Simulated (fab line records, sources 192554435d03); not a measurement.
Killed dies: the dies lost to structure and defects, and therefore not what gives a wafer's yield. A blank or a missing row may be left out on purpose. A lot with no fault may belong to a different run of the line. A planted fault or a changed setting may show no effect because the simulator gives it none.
fab line records ; flow n5_finfet
[record] lots = 7; wafers = 21
route steps=1938 shown BEOL_M6@1239 BEOL_M7@1268 BEOL_M8@1332 BEOL_M9@1419
start_h: hours from the record's first day to the start of the lot's first wafer shown ; wait_h: hours elapsed since this lot's preceding step ; " repeats the value in the row above ; L1.1+2: one row covering several wafers at once ; - value missing, or start not given ; * or withheld: withheld ; < > ~ a bound
route shown NAME@n: names a module that has steps shown in the file, with the first one's number in the route ; usual: the fault-free wafers' mean and standard deviation ; same: alike in all rows ; chamber/n: place in a boat ; sites: per-site readings ; _std_site: standard deviation across them ; _edge_site: inner sites' mean taken away from outer sites' mean ; radius_mm: how far each site lies from the wafer's centre ; mask NAME#n: copy n ; behind: the most recent tool/chamber to have shaped the wafer ; hold: the reason the lot was held/the length of the hold in hours/how it ended ; device: the n, p or np transistor that did not switch ; end of line: tests run on the same wafers once the route is complete ; a step without rows: its recipe alone ; killed: not the wafer's yield, but the dies lost to structure and defects at the first sort ; map: a wafer's dies, x killed, . not, _ none there
set.NAME: setting as actually run; set.NAME@STEP: the setting as run at that earlier step ; model.NAME: the simulator's own value behind a step, which no gauge read
lots run with intentionally changed settings; tables by step, rows by wafer
[[steps]]
[step N5_BEOL_M6_TRENCH_ETCH_37]
[recipe] chemistry = C4F6/O2; target_depth_a = 944.35; target = SiCOH_lowk; time_s = 31.5; ion_energy_ev = 250; pressure_mtorr = 30; source_w = 345; bias_w = 185; Ar_flow_sccm = 300; C4F6_flow_sccm = 10; O2_flow_sccm = 10
lot.wafer;tool;chamber;start_h;wait_h;set.time_s;model.etch.depth_nm;model.BEOL_M6.feature_depth_nm
L077.1;rie_diel-06;2;-;-;24.45;73.62;73.6
L077.3;rie_diel-06;1;-;-;24.45;73.44;73.4
L077.5;rie_diel-06;0;-;-;31.5;93.02;93
L082.1;rie_diel-03;1;-;-;31.5;93.88;93.8
L082.3;rie_diel-03;2;-;-;31.5;93.42;93.4
L082.5;rie_diel-03;2;-;-;27.53;81.69;81.6
L087.2;rie_diel-03;2;-;-;31.5;93.33;93.4
L087.3;rie_diel-03;1;-;-;31.5;94.47;94.4
L087.5;rie_diel-03;2;-;-;26.35;78.38;78.4
L092.3;rie_diel-04;2;-;-;31.5;94.13;94.2
L092.4;rie_diel-04;3;-;-;31.5;96.14;96.2
L092.6;rie_diel-04;3;-;-;36.09;110.7;110.6
L094.1;rie_diel-04;1;-;-;31.5;95.03;95
L094.3;rie_diel-04;3;-;-;31.5;95.41;95.4
L094.4;rie_diel-04;2;-;-;31.5;94.59;94.6
L095.1;rie_diel-06;3;-;-;31.5;96.27;96.2
L095.2;rie_diel-06;0;-;-;31.5;93.51;93.6
L095.3;rie_diel-06;1;-;-;31.5;94.88;94.8
L097.3;rie_diel-03;0;-;-;36.18;107.9;108
L097.4;rie_diel-03;2;-;-;31.5;94.17;94.2
L097.6;rie_diel-03;2;-;-;31.5;93.78;93.8
[step N5_BEOL_M6_ETCH_41]
[recipe] chemistry = CH3F/O2; target = SiCN; target_depth_a = 297; taper_deg = 2; time_s = 52; ion_energy_ev = 120; mask_material = TiN; pressure_mtorr = 30; source_w = 395; bias_w = 75; Ar_flow_sccm = 150; CH3F_flow_sccm = 30; O2_flow_sccm = 20
[step N5_BEOL_M6_STRIP_80]
[recipe] chemistry = N2/H2; time_s = 10; power_w = 450; temp_c = 40; pressure_mtorr = 20; rf_frequency_hz = 6e+07; bias_power_w = 7; n2_flow_sccm = 200; h2_flow_sccm = 200
[step N5_BEOL_M6_OCD_MEAS_38]
[usual] trench_depth_nm = 94.5/1.2
lot.wafer;tool;chamber;start_h;wait_h;set.time_s@BEOL_M6_TRENCH_ETCH_37;trench_depth_nm
L077.1;ocd-01;-;200.77;-;24.45;73.9
L077.3;ocd-01;-;200.77;-;24.45;73.4
L077.5;ocd-01;-;200.77;-;31.5;93.6
L082.1;ocd-02;-;231.62;-;31.5;93.6
L082.3;ocd-02;-;231.62;-;31.5;93.7
L082.5;ocd-02;-;231.62;-;27.53;81.3
L087.2;ocd-02;-;272.55;-;31.5;93.1
L087.3;ocd-02;-;272.55;-;31.5;94.7
L087.5;ocd-02;-;272.55;-;26.35;78.7
L092.3;ocd-02;-;280.04;-;31.5;93.7
L092.4;ocd-02;-;280.04;-;31.5;96.1
L092.6;ocd-02;-;280.04;-;36.09;111.6
L094.1;ocd-02;-;302.04;-;31.5;95.0
L094.3;ocd-02;-;302.04;-;31.5;95.5
L094.4;ocd-02;-;302.04;-;31.5;94.5
L095.1;ocd-01;-;331.56;-;31.5;95.9
L095.2;ocd-01;-;331.56;-;31.5;93.5
L095.3;ocd-01;-;331.56;-;31.5;94.8
L097.3;ocd-01;-;336.24;-;36.18;107.8
L097.4;ocd-01;-;336.24;-;31.5;93.9
L097.6;ocd-01;-;336.24;-;31.5;93.6
[step N5_BEOL_M6_HM_STRIP_39]
[recipe] chemistry = peroxide_tin_strip; material = TiN; target_depth_a = 250; temp_c = 50; time_s = 158
[step N5_BEOL_M6_SRD_40]
[recipe] time_s = 30; temp_c = 23; rinse_liquid = diw; dry = ipa_marangoni
[step N5_BEOL_M6_ECD_50]
[recipe] material = Cu; target_thk_a = 3000
[step N5_BEOL_M6_ANNEAL_51]
[recipe] temp_c = 225; time_s = 90; ambient = N2
[step N5_BEOL_M6_CMP_52]
[recipe] stop_on = SiCOH_lowk; t_overpolish_s = 6.9; down_force_psi = 1; platen_rpm = 50; clearing_platen_down_force_psi = 1.5; clearing_platen_rpm = 50; post_cmp_clean = cu_alkaline; target_thk_nm = 80; clearing_platen_pad_velocity_m_s = 0.99484; pad_velocity_m_s = 0.99484
lot.wafer;tool;chamber;start_h;wait_h;set.time_s@BEOL_M6_TRENCH_ETCH_37;model.Cu_of_BEOL_M6_ECD_50.thk_nm
L077.1;cmp-04;1;203.52;0.3;24.45;60
L077.3;cmp-04;3;203.52;0.3;24.45;59
L077.5;cmp-04;1;203.52;0.3;31.5;79.2
L082.3;cmp-01;3;235.77;0.3;31.5;80.4
L082.1;cmp-01;0;235.77;0.3;31.5;79.6
L082.5;cmp-01;1;235.77;0.3;27.53;67.6
L087.3;cmp-03;2;276.91;0.2;31.5;79.8
L087.2;cmp-03;3;276.91;0.2;31.5;79.2
L087.5;cmp-03;3;276.91;0.2;26.35;64.4
L092.3;cmp-03;3;283.22;0.2;31.5;80.4
L092.4;cmp-03;0;283.22;0.2;31.5;81.6
L092.6;cmp-03;2;283.22;0.2;36.09;94.6
L094.4;cmp-01;2;305.43;0.1;31.5;81.2
L094.1;cmp-01;3;305.43;0.1;31.5;81.8
L094.3;cmp-01;1;305.43;0.1;31.5;81.6
L095.1;cmp-01;1;334.15;0.3;31.5;82.4
L095.2;cmp-01;3;334.15;0.3;31.5;79.8
L095.3;cmp-01;0;334.15;0.3;31.5;80
L097.4;cmp-01;0;338.50;0.2;31.5;78.6
L097.3;cmp-01;1;338.50;0.2;36.18;93.6
L097.6;cmp-01;2;338.50;0.2;31.5;79.8
[step N5_BEOL_M6_THK_MEAS_53]
[recipe] thk_meas_gauge = xrf; reads = Cu_of_BEOL_M6_ECD_50
[usual] M6_THK = 79.8/1.6
lot.wafer;tool;chamber;start_h;wait_h;set.time_s@BEOL_M6_TRENCH_ETCH_37;M6_THK[nm]
L077.1;film_metro-02;-;203.78;-;24.45;59.9
L077.3;film_metro-02;-;203.78;-;24.45;59.1
L077.5;film_metro-02;-;203.78;-;31.5;79.2
L082.1;film_metro-02;-;235.98;-;31.5;80.4
L082.3;film_metro-02;-;235.98;-;31.5;80.6
L082.5;film_metro-02;-;235.98;-;27.53;68.1
L087.2;film_metro-01;-;277.20;-;31.5;77.8
L087.3;film_metro-01;-;277.20;-;31.5;78.0
L087.5;film_metro-01;-;277.20;-;26.35;63.2
L092.3;film_metro-02;-;283.44;-;31.5;80.1
L092.4;film_metro-02;-;283.44;-;31.5;81.1
L092.6;film_metro-02;-;283.44;-;36.09;94.1
L094.1;film_metro-02;-;305.72;-;31.5;82.1
L094.3;film_metro-02;-;305.72;-;31.5;82.0
L094.4;film_metro-02;-;305.72;-;31.5;81.4
L095.1;film_metro-01;-;334.45;-;31.5;80.7
L095.2;film_metro-01;-;334.45;-;31.5;78.3
L095.3;film_metro-01;-;334.45;-;31.5;78.3
L097.3;film_metro-02;-;338.72;-;36.18;94.0
L097.4;film_metro-02;-;338.72;-;31.5;79.2
L097.6;film_metro-02;-;338.72;-;31.5;79.8
[step N5_BEOL_M6_PRE_CLEAN_55]
[recipe] gas = NH3; time_s = 15; temp_c = withheld; rf_power_w = 300
[step N5_BEOL_M6_DEP_56]
[recipe] material = SiCN; target_thk_a = 100; temp_c = withheld; precursor = 3MS/NH3; pressure_torr = 3; rf_w = 202; time_s = 17.5
[step N5_BEOL_M6_RS_MEAS_57]
[recipe] thk_meas_gauge = four-point-probe; reads = Cu_of_BEOL_M6_ECD_50+Co_of_BEOL_M6_CVD_78+TaN_of_BEOL_M6_ALD_77
[usual] M6_RS = 0.284/0.0057
lot.wafer;tool;chamber;start_h;wait_h;set.time_s@BEOL_M6_TRENCH_ETCH_37;M6_RS[ohm/sq]
L077.1;film_metro-02;-;203.91;0.1;24.45;0.404
L077.3;film_metro-02;-;203.91;0.1;24.45;0.411
L077.5;film_metro-02;-;203.91;0.1;31.5;0.288
L082.1;film_metro-01;-;236.15;0.1;31.5;0.287
L082.3;film_metro-01;-;236.15;0.1;31.5;0.284
L082.5;film_metro-01;-;236.15;0.1;27.53;0.349
L087.2;film_metro-02;-;277.34;0.1;31.5;0.288
L087.3;film_metro-02;-;277.34;0.1;31.5;0.287
L087.5;film_metro-02;-;277.34;0.1;26.35;0.369
L092.3;film_metro-01;-;283.57;0.1;31.5;0.284
L092.4;film_metro-01;-;283.57;0.1;31.5;0.279
L092.6;film_metro-01;-;283.57;0.1;36.09;0.236
L094.1;film_metro-02;-;305.85;0.1;31.5;0.279
L094.3;film_metro-02;-;305.85;0.1;31.5;0.279
L094.4;film_metro-02;-;305.85;0.1;31.5;0.280
L095.1;film_metro-02;-;334.58;0.1;31.5;0.276
L095.2;film_metro-02;-;334.58;0.1;31.5;0.287
L095.3;film_metro-02;-;334.58;0.1;31.5;0.287
L097.3;film_metro-01;-;338.86;0.1;36.18;0.238
L097.4;film_metro-01;-;338.86;0.1;31.5;0.291
L097.6;film_metro-01;-;338.86;0.1;31.5;0.287
[step N5_BEOL_M7_COAT_59]
[recipe] resist = SOC; temp_c = 250; time_s = 60; spin_rpm = 1500; resist_thk_nm = 100
lot.wafer;tool;chamber;start_h;wait_h;set.spin_rpm;model.SOC_of_BEOL_M7_COAT_59.thk_nm
L077.1+5;litho_track-05;0;205.70;0.1;1500;99.8
L077.3;litho_track-05;0;205.70;0.1;1372;105
L082.1;litho_track-05;0;238.62;0.1;1415;103
L082.3;litho_track-05;0;238.62;0.1;1500;100
L082.5;litho_track-05;0;238.62;0.1;1415;102.8
L087.2;litho_track-02;0;279.13;0.1;1500;99.8
L087.3+5;litho_track-02;0;279.13;0.1;1379;104.4
L092.3;litho_track-05;0;285.30;0.1;1608;96.6
L092.4+6;litho_track-05;0;285.30;0.1;1500;100
L094.1;litho_track-05;0;310.69;0.1;1500;100
L094.3+4;litho_track-05;0;310.69;0.1;1500;99.8
L095.1+2;litho_track-01;0;336.50;0.1;1500;100.2
L095.3;litho_track-01;0;336.50;0.1;1500;100.4
L097.3;litho_track-01;0;341.75;0.1;1548;98.4
L097.4;litho_track-01;0;341.75;0.1;1500;100
L097.6;litho_track-01;0;341.75;0.1;1548;98.2
[step N5_BEOL_M7_COAT_05]
[recipe] resist = CAR-ArF; spin_rpm = 1500; resist_thk_nm = 90
lot.wafer;tool;chamber;start_h;wait_h;set.spin_rpm;model.CAR-ArF_of_BEOL_M7_COAT_05.thk_nm
L077.1;litho_track-05;0;-;-;1566;88
L077.3;litho_track-05;0;-;-;1566;88.2
L077.5;litho_track-05;0;-;-;1566;88.4
L082.1;litho_track-05;0;-;-;1347;94.8
L082.3+5;litho_track-05;0;-;-;1500;90
L087.2;litho_track-02;0;-;-;1500;90.2
L087.3;litho_track-02;0;-;-;1500;90.8
L087.5;litho_track-02;0;-;-;1500;90.4
L092.3;litho_track-05;0;-;-;1500;90.2
L092.4;litho_track-05;0;-;-;1627;86.8
L092.6;litho_track-05;0;-;-;1500;90.4
L094.1+3;litho_track-05;0;-;-;1500;90
L094.4;litho_track-05;0;-;-;1500;90.2
L095.1+3;litho_track-01;0;-;-;1500;90
L095.2;litho_track-01;0;-;-;1582;87.6
L097.3;litho_track-01;0;-;-;1337;95.6
L097.4;litho_track-01;0;-;-;1500;90.2
L097.6;litho_track-01;0;-;-;1337;95.4
[step N5_BEOL_M7_EBR_07]
[recipe] solvent = PGMEA; ebr_width_mm = 1.5
[step N5_BEOL_M7_SOFTBAKE_06]
[recipe] temp_c = 110; time_s = 60; resist = CAR-ArF
[step N5_BEOL_M7_EXPOSE_08]
[recipe] mask_id = M7; na = 1.35; source_shape = dipole; sigma_inner = 0.817; sigma_outer = 0.97; polarization = te; dose_mj = 68.25
[step N5_BEOL_M7_PEB_09]
[recipe] peb_temp_c = withheld; peb_time_s = 60; resist = CAR-ArF
[step N5_BEOL_M7_DEVELOP_10]
[recipe] develop_time_s = 30; developer = TMAH; resist = CAR-ArF; rinse_liquid = diw; dry = air_spin; dev_temp_c = 23
lot.wafer;tool;chamber;start_h;wait_h;set.spin_rpm@BEOL_M7_COAT_05;model.CAR-ArF_of_BEOL_M7_COAT_05.thk_nm
L077.1;litho_track-02;0;-;-;1566;86.2
L077.3;litho_track-02;0;-;-;1566;86.4
L077.5;litho_track-02;0;-;-;1566;86.6
L082.1;litho_track-02;0;-;-;1347;93
L082.3+5;litho_track-02;0;-;-;1500;88.4
L087.2+5;litho_track-05;0;-;-;1500;88.6
L087.3;litho_track-05;0;-;-;1500;89
L092.3;litho_track-02;0;-;-;1500;88.4
L092.4;litho_track-02;0;-;-;1627;85
L092.6;litho_track-02;0;-;-;1500;88.6
L094.1+3+4;litho_track-01;0;-;-;1500;88.4
L095.1+3;litho_track-02;0;-;-;1500;88.2
L095.2;litho_track-02;0;-;-;1582;86
L097.3+6;litho_track-02;0;-;-;1337;93.8
L097.4;litho_track-02;0;-;-;1500;88.6
[step N5_BEOL_M7_DESCUM_16]
[recipe] chemistry = O2; time_s = 7.9; source_power_w = 50; bias_power_w = 20; pressure_mtorr = 20; rf_frequency_hz = 2.712e+07; temp_c = 40; resist = CAR-ArF; o2_flow_sccm = 225
[step N5_BEOL_M7_ETCH_61]
[recipe] chemistry = CF4; target = SiARC; target_depth_a = 455; mask_material = CAR-ArF; time_s = 75.8; ion_energy_ev = 80; pressure_mtorr = 40; source_w = 545; bias_w = 36; Ar_flow_sccm = 100; cf4_flow_sccm = 100; ends = cleared
[step N5_BEOL_M7_ETCH_62]
[recipe] chemistry = N2/H2; target = SOC; target_depth_a = 1100; overetch_a = 220; mask_material = SiARC; temp_c = 40; time_s = 165; ion_energy_ev = 200; pressure_mtorr = 30; source_w = 840; bias_w = 150; n2_flow_sccm = 200; h2_flow_sccm = 200
lot.wafer;tool;chamber;start_h;wait_h;set.spin_rpm@BEOL_M7_COAT_59;model.etch.depth_nm
L077.1;rie_diel-01;3;206.17;0.0;1500;99.74
L077.3;rie_diel-01;2;206.17;0.0;1372;105
L077.5;rie_diel-01;1;206.17;0.0;1500;99.87
L082.1+5;rie_diel-02;3,2;239.05;0.0;1415;102.9
L082.3;rie_diel-02;0;239.05;0.0;1500;100
L087.2;rie_diel-01;3;279.71;0.0;1500;99.87
L087.3;rie_diel-01;2;279.71;0.0;1379;104.5
L087.5;rie_diel-01;0;279.71;0.0;1379;104.4
L092.3;rie_diel-05;2;285.85;0.0;1608;96.57
L092.4;rie_diel-05;0;285.85;0.0;1500;100.1
L092.6;rie_diel-05;1;285.85;0.0;1500;100
L094.1;rie_diel-05;3;311.24;0.0;1500;100.1
L094.3;rie_diel-05;2;311.24;0.0;1500;99.78
L094.4;rie_diel-05;1;311.24;0.0;1500;99.77
L095.1;rie_diel-01;2;337.05;0.0;1500;100.3
L095.2;rie_diel-01;0;337.05;0.0;1500;100.2
L095.3;rie_diel-01;3;337.05;0.0;1500;100.5
L097.3;rie_diel-02;1;342.30;0.0;1548;98.47
L097.4;rie_diel-02;3;342.30;0.0;1500;99.99
L097.6;rie_diel-02;3;342.30;0.0;1548;98.19
[step N5_BEOL_M7_STRIP_68]
[recipe] chemistry = N2/H2; temp_c = 40; n2_flow_sccm = 200; h2_flow_sccm = 200; rf_frequency_hz = 6e+07
[step N5_BEOL_M7_STRIP_67]
[recipe] chemistry = CF4; resist = SiARC; power_w = 300; bias_power_w = 75; pressure_mtorr = 50; cf4_flow_sccm = 150; rf_frequency_hz = 6e+07
[step N5_BEOL_M7_HM_OPEN_17]
[recipe] chemistry = Cl2/BCl3; target_depth_a = 200; overetch_a = 60; target = TiN; mask_material = SOC; ion_energy_ev = 150; pressure_mtorr = 10; icp_w = 1000; bias_w = 126; Cl2_flow_sccm = 53.25; bcl3_flow_sccm = 21.75; Ar_flow_sccm = 25
lot.wafer;tool;chamber;start_h;wait_h;set.spin_rpm@BEOL_M7_COAT_59;model.SOC_of_BEOL_M7_COAT_59.thk_nm
L077.1;rie_metal-01;1;206.36;0.0;1500;91.8
L077.3;rie_metal-01;0;206.36;0.0;1372;97.2
L077.5;rie_metal-01;0;206.36;0.0;1500;92.2
L082.1+5;rie_metal-02;1;239.23;0.0;1415;95
L082.3;rie_metal-02;1;239.23;0.0;1500;92.2
L087.2;rie_metal-02;1;279.89;0.0;1500;92
L087.3;rie_metal-02;1;279.89;0.0;1379;96.6
L087.5;rie_metal-02;0;279.89;0.0;1379;96.4
L092.3;rie_metal-01;0;286.07;0.1;1608;88.8
L092.4;rie_metal-01;1;286.07;0.1;1500;92.2
L092.6;rie_metal-01;1;286.07;0.1;1500;92
L094.1;rie_metal-02;1;311.42;0.0;1500;92.2
L094.3+4;rie_metal-02;1,0;311.42;0.0;1500;91.8
L095.1;rie_metal-01;1;337.23;0.0;1500;92.2
L095.2;rie_metal-01;1;337.23;0.0;1500;92.4
L095.3;rie_metal-01;1;337.23;0.0;1500;92.6
L097.3;rie_metal-01;1;342.55;0.1;1548;90.6
L097.4;rie_metal-01;1;342.55;0.1;1500;92.2
L097.6;rie_metal-01;1;342.55;0.1;1548;90.4
[step N5_BEOL_M8_ILD_DEP_00]
[recipe] material = SiCOH_lowk; target_thk_a = 1797.5; temp_c = 300; precursor = DEMS/porogen; pressure_torr = 5; rf_w = 500; time_s = 33.4
lot.wafer;tool;chamber;start_h;wait_h;set.time_s;model.SiCOH_lowk_of_BEOL_M8_ILD_DEP_00.thk_nm
L077.1;pecvd-03;1;210.44;0.0;33.4;177.2
L077.3;pecvd-03;0;210.44;0.0;33.4;181.6
L077.5;pecvd-03;0;210.44;0.0;33.4;179
L082.1;pecvd-01;0;245.03;0.0;33.4;178.8
L082.3;pecvd-01;1;245.03;0.0;33.4;176.4
L082.5;pecvd-01;0;245.03;0.0;30.28;164
L087.2;pecvd-02;1;285.11;0.0;33.4;180
L087.3;pecvd-02;0;285.11;0.0;30.74;166
L087.5;pecvd-02;1;285.11;0.0;30.74;168.4
L092.3;pecvd-02;2;291.63;0.0;28.59;153
L092.4;pecvd-02;1;291.63;0.0;33.4;181.8
L092.6;pecvd-02;2;291.63;0.0;33.4;180.8
L094.1+4;pecvd-01;2,1;315.30;0.0;33.4;178.4
L094.3;pecvd-01;0;315.30;0.0;33.4;176.6
L095.1;pecvd-03;0;343.78;0.0;35.24;186.6
L095.2;pecvd-03;1;343.78;0.0;33.4;178
L095.3;pecvd-03;2;343.78;0.0;35.24;188.4
L097.3;pecvd-03;1;349.98;0.0;35.45;189.6
L097.4;pecvd-03;2;349.98;0.0;33.4;183
L097.6;pecvd-03;0;349.98;0.0;35.45;191.4
[step N5_BEOL_M8_CURE_74]
[recipe] temp_c = 385; time_s = 240; ambient = He/Ar; material = SiCOH_lowk
lot.wafer;tool;chamber;start_h;wait_h;set.time_s@BEOL_M8_ILD_DEP_00;model.SiCOH_lowk_of_BEOL_M8_ILD_DEP_00.thk_nm
L077.1;uv_cure-03;0;210.53;0.1;33.4;152.8
L077.3;uv_cure-03;0;210.53;0.1;33.4;156.6
L077.5;uv_cure-03;0;210.53;0.1;33.4;154.4
L082.1;uv_cure-01;1;245.09;0.0;33.4;154.2
L082.3;uv_cure-01;1;245.09;0.0;33.4;152
L082.5;uv_cure-01;1;245.09;0.0;30.28;141.2
L087.2;uv_cure-03;1;285.26;0.1;33.4;155.2
L087.3;uv_cure-03;1;285.26;0.1;30.74;143
L087.5;uv_cure-03;1;285.26;0.1;30.74;145
L092.3;uv_cure-01;0;291.86;0.2;28.59;131.6
L092.4;uv_cure-01;0;291.86;0.2;33.4;156.8
L092.6;uv_cure-01;0;291.86;0.2;33.4;156
L094.1+4;uv_cure-03;2;315.68;0.4;33.4;153.8
L094.3;uv_cure-03;2;315.68;0.4;33.4;152.4
L095.1;uv_cure-03;1;344.07;0.3;35.24;161
L095.2;uv_cure-03;1;344.07;0.3;33.4;153.4
L095.3;uv_cure-03;1;344.07;0.3;35.24;162.6
L097.3;uv_cure-02;1;350.21;0.2;35.45;163.6
L097.4;uv_cure-02;1;350.21;0.2;33.4;157.8
L097.6;uv_cure-02;1;350.21;0.2;35.45;165
[step N5_BEOL_M8_THK_MEAS_01]
[recipe] reads = SiCOH_lowk_of_BEOL_M8_ILD_DEP_00
[usual] M8_ILD_THK = 155.0/1.9
lot.wafer;tool;chamber;start_h;wait_h;set.time_s@BEOL_M8_ILD_DEP_00;M8_ILD_THK[nm]
L077.1;film_metro-02;-;211.52;0.8;33.4;152.8
L077.3;film_metro-02;-;211.52;0.8;33.4;156.7
L077.5;film_metro-02;-;211.52;0.8;33.4;154.2
L082.1;film_metro-01;-;245.60;0.4;33.4;154.0
L082.3;film_metro-01;-;245.60;0.4;33.4;152.2
L082.5;film_metro-01;-;245.60;0.4;30.28;141.2
L087.2;film_metro-02;-;285.69;0.4;33.4;155.1
L087.3;film_metro-02;-;285.69;0.4;30.74;143.1
L087.5;film_metro-02;-;285.69;0.4;30.74;145.0
L092.3;film_metro-01;-;292.21;0.3;28.59;131.7
L092.4;film_metro-01;-;292.21;0.3;33.4;156.7
L092.6;film_metro-01;-;292.21;0.3;33.4;156.0
L094.1;film_metro-01;-;316.19;0.4;33.4;153.9
L094.3;film_metro-01;-;316.19;0.4;33.4;152.3
L094.4;film_metro-01;-;316.19;0.4;33.4;153.8
L095.1;film_metro-02;-;345.07;0.8;35.24;160.9
L095.2;film_metro-02;-;345.07;0.8;33.4;153.4
L095.3;film_metro-02;-;345.07;0.8;35.24;162.4
L097.3;film_metro-01;-;350.56;0.3;35.45;163.5
L097.4;film_metro-01;-;350.56;0.3;33.4;157.8
L097.6;film_metro-01;-;350.56;0.3;35.45;165.0
[step N5_BEOL_M9_ETCH_62]
[recipe] chemistry = N2/H2; target = SOC; target_depth_a = 1100; overetch_a = 220; mask_material = SiARC; temp_c = 40; time_s = 165; ion_energy_ev = 200; pressure_mtorr = 30; source_w = 840; bias_w = 150; n2_flow_sccm = 200; h2_flow_sccm = 200
lot.wafer;tool;chamber;start_h;wait_h;set.time_s;model.SiARC_of_BEOL_M9_COAT_60.thk_nm
L077.1+5;rie_diel-05;1,3;222.57;0.0;150.3;24.2
L077.3;rie_diel-05;2;222.57;0.0;165;23.6
L082.1+3;rie_diel-05;2,3;254.61;0.0;183.1;22.8
L082.5;rie_diel-05;3;254.61;0.0;165;23.4
L087.2;rie_diel-02;1;296.42;0.0;165;23.6
L087.3;rie_diel-02;3;296.42;0.0;165;23.8
L087.5;rie_diel-02;2;296.42;0.0;165;23.2
L092.3;rie_diel-05;1;306.03;0.0;165;23.4
L092.4;rie_diel-05;2;306.03;0.0;165;23.6
L092.6;rie_diel-05;3;306.03;0.0;179.3;23
L094.1+3;rie_diel-05;3,2;331.80;0.0;165;23.4
L094.4;rie_diel-05;1;331.80;0.0;165;23.6
L095.1;rie_diel-05;0;354.29;0.0;165;23.4
L095.2;rie_diel-05;3;354.29;0.0;179.3;22.8
L095.3;rie_diel-05;2;354.29;0.0;179.3;23
L097.3;rie_diel-05;0;361.02;0.0;165;23.6
L097.4+6;rie_diel-05;1,3;361.02;0.0;155.4;24
[step N5_BEOL_M9_STRIP_68]
[recipe] chemistry = N2/H2; temp_c = 40; n2_flow_sccm = 200; h2_flow_sccm = 200; rf_frequency_hz = 6e+07
[step N5_BEOL_M9_STRIP_67]
[recipe] chemistry = CF4; resist = SiARC; power_w = 300; bias_power_w = 75; pressure_mtorr = 50; cf4_flow_sccm = 150; rf_frequency_hz = 6e+07
[step N5_BEOL_M9_HM_OPEN_17]
[recipe] chemistry = Cl2/BCl3; target_depth_a = 200; overetch_a = 60; target = TiN; mask_material = SOC; ion_energy_ev = 150; pressure_mtorr = 10; icp_w = 1000; bias_w = 126; Cl2_flow_sccm = 53.25; bcl3_flow_sccm = 21.75; Ar_flow_sccm = 25
lot.wafer;tool;chamber;start_h;wait_h;set.time_s@BEOL_M9_ETCH_62;model.etch.depth_nm
L077.1;rie_metal-03;1;222.76;0.0;150.3;20.39
L077.3;rie_metal-03;1;222.76;0.0;165;20.41
L077.5;rie_metal-03;1;222.76;0.0;150.3;20.07
L082.1;rie_metal-01;1;254.79;0.0;183.1;18.07
L082.3;rie_metal-01;1;254.79;0.0;183.1;17.99
L082.5;rie_metal-01;1;254.79;0.0;165;19.93
L087.2;rie_metal-03;1;296.62;0.0;165;20.09
L087.3;rie_metal-03;0;296.62;0.0;165;20.2
L087.5;rie_metal-03;1;296.62;0.0;165;20.05
L092.3;rie_metal-01;0;306.25;0.1;165;19.69
L092.4;rie_metal-01;1;306.25;0.1;165;19.95
L092.6;rie_metal-01;0;306.25;0.1;179.3;18.33
L094.1;rie_metal-02;1;331.99;0.0;165;19.69
L094.3;rie_metal-02;0;331.99;0.0;165;19.99
L094.4;rie_metal-02;1;331.99;0.0;165;19.93
L095.1;rie_metal-01;1;354.48;0.0;165;20.11
L095.2;rie_metal-01;1;354.48;0.0;179.3;18.69
L095.3;rie_metal-01;1;354.48;0.0;179.3;18.71
L097.3;rie_metal-01;1;361.24;0.1;165;20.18
L097.4;rie_metal-01;0;361.24;0.1;155.4;20.08
L097.6;rie_metal-01;1;361.24;0.1;155.4;20.13
[[key]]
[split] step = N5_BEOL_M6_TRENCH_ETCH_37; setting = time_s; stated = 31.5; by = wafer
[response] step = N5_BEOL_M6_TRENCH_ETCH_37; reading = model.etch.depth_nm; change = +0.937; per = 1%; r = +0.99
[response] step = N5_BEOL_M6_TRENCH_ETCH_37; reading = model.BEOL_M6.feature_depth_nm; change = +0.936; per = 1%; r = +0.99
[response] step = N5_BEOL_M6_OCD_MEAS_38; reading = trench_depth_nm; change = +0.958; per = 1%; r = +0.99
[response] step = N5_BEOL_M6_CMP_52; reading = model.Cu_of_BEOL_M6_ECD_50.thk_nm; change = +0.924; per = 1%; r = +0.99
[response] step = N5_BEOL_M6_THK_MEAS_53; reading = M6_THK; change = +0.92; per = 1%; r = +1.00
[response] step = N5_BEOL_M6_RS_MEAS_57; reading = M6_RS; change = -0.00458; per = 1%; r = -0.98
[split] step = N5_BEOL_M7_COAT_59; setting = spin_rpm; stated = 1500; by = wafer
[response] step = N5_BEOL_M7_COAT_59; reading = model.SOC_of_BEOL_M7_COAT_59.thk_nm; change = -0.551; per = 1%; r = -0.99
[response] step = N5_BEOL_M7_ETCH_62; reading = model.etch.depth_nm; change = -0.55; per = 1%; r = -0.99
[response] step = N5_BEOL_M7_HM_OPEN_17; reading = model.SOC_of_BEOL_M7_COAT_59.thk_nm; change = -0.542; per = 1%; r = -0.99
[split] step = N5_BEOL_M7_COAT_05; setting = spin_rpm; stated = 1500; by = wafer
[response] step = N5_BEOL_M7_COAT_05; reading = model.CAR-ArF_of_BEOL_M7_COAT_05.thk_nm; change = -0.461; per = 1%; r = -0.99
[response] step = N5_BEOL_M7_DEVELOP_10; reading = model.CAR-ArF_of_BEOL_M7_COAT_05.thk_nm; change = -0.448; per = 1%; r = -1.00
[split] step = N5_BEOL_M8_ILD_DEP_00; setting = time_s; stated = 33.4; by = wafer
[response] step = N5_BEOL_M8_ILD_DEP_00; reading = model.SiCOH_lowk_of_BEOL_M8_ILD_DEP_00.thk_nm; change = +1.72; per = 1%; r = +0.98
[response] step = N5_BEOL_M8_CURE_74; reading = model.SiCOH_lowk_of_BEOL_M8_ILD_DEP_00.thk_nm; change = +1.51; per = 1%; r = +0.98
[response] step = N5_BEOL_M8_THK_MEAS_01; reading = M8_ILD_THK; change = +1.5; per = 1%; r = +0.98
[split] step = N5_BEOL_M9_ETCH_62; setting = time_s; stated = 165; by = wafer
[response] step = N5_BEOL_M9_ETCH_62; reading = model.SiARC_of_BEOL_M9_COAT_60.thk_nm; change = -0.0597; per = 1%; r = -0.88
[response] step = N5_BEOL_M9_HM_OPEN_17; reading = model.etch.depth_nm; shape = bent; at_lowest = 20.23; at_stated = 20.02; at_highest = 18.03
